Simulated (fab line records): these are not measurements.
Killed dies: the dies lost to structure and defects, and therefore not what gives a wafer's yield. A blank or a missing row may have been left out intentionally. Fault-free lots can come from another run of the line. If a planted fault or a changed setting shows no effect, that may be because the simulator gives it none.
Matching of chambers -- flow n5 finfet -- cmp-01 running N5_MOL_CONTACT_COAG_CMP_52: 4 sister chambers
The step polishes, stops on SiO2, t overpolish 1.5 s, target thk 66.5 nm. 8 wafers are shown with their chamber, then 9 later ones without.

== WAFERS, EACH WITH ITS CHAMBER ==
wafer,chamber,motor current A (A),time to endpoint s (s)
L078.1,0,13.2,12.5
L084.6,0,13.6,12.5
L086.1,3,10.9,14.3
L086.4,2,11.2,17.4
L086.5,2,10.9,19.0
L089.1,1,12.4,19.7
L089.3,3,10.6,16.7
L089.5,1,12.7,19.1

== WAFERS WITHOUT THEIR CHAMBER ==
wafer,motor current A (A),time to endpoint s (s)
L092.2,11.9,14.0
L092.4,13.0,14.1
L092.6,11.4,14.7
L093.1,11.1,11.5
L093.4,11.2,16.0
L093.5,10.9,12.4
L093.2,13.3,14.2
L093.3,12.9,16.1
L093.6,11.1,14.7

== THE CHAMBER EACH PASSED THROUGH ==
wafer,from the rows above,in truth
L092.2,can't be placed: 3 or 2 or 1 or 0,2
L092.4,0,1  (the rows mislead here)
L092.6,can't be placed: 3 or 2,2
L093.1,3,3
L093.4,can't be placed: 3 or 2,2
L093.5,3,3
L093.2,0,0
L093.3,can't be placed: 1 or 0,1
L093.6,can't be placed: 3 or 2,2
Placed correctly: 3 of 9. Cannot be placed on the basis of these rows: 5; the candidates contain the true chamber in 5. Number placed wrongly: 1.
How it was worked out, from the rows above alone: a wafer's distance from a chamber is the root of the sum, over the readings, of the square of ((its reading less the chamber's mean) divided by the reading's scatter). The wafer belongs to the nearest chamber; if the next one is less than 2 further off, it can't be placed. The mean given for a chamber averages the wafers shown for that chamber. How the scatter is found: for the shown wafers, subtract from each reading the mean of its chamber, square and add these, divide the total by (wafers less chambers), then take the root.
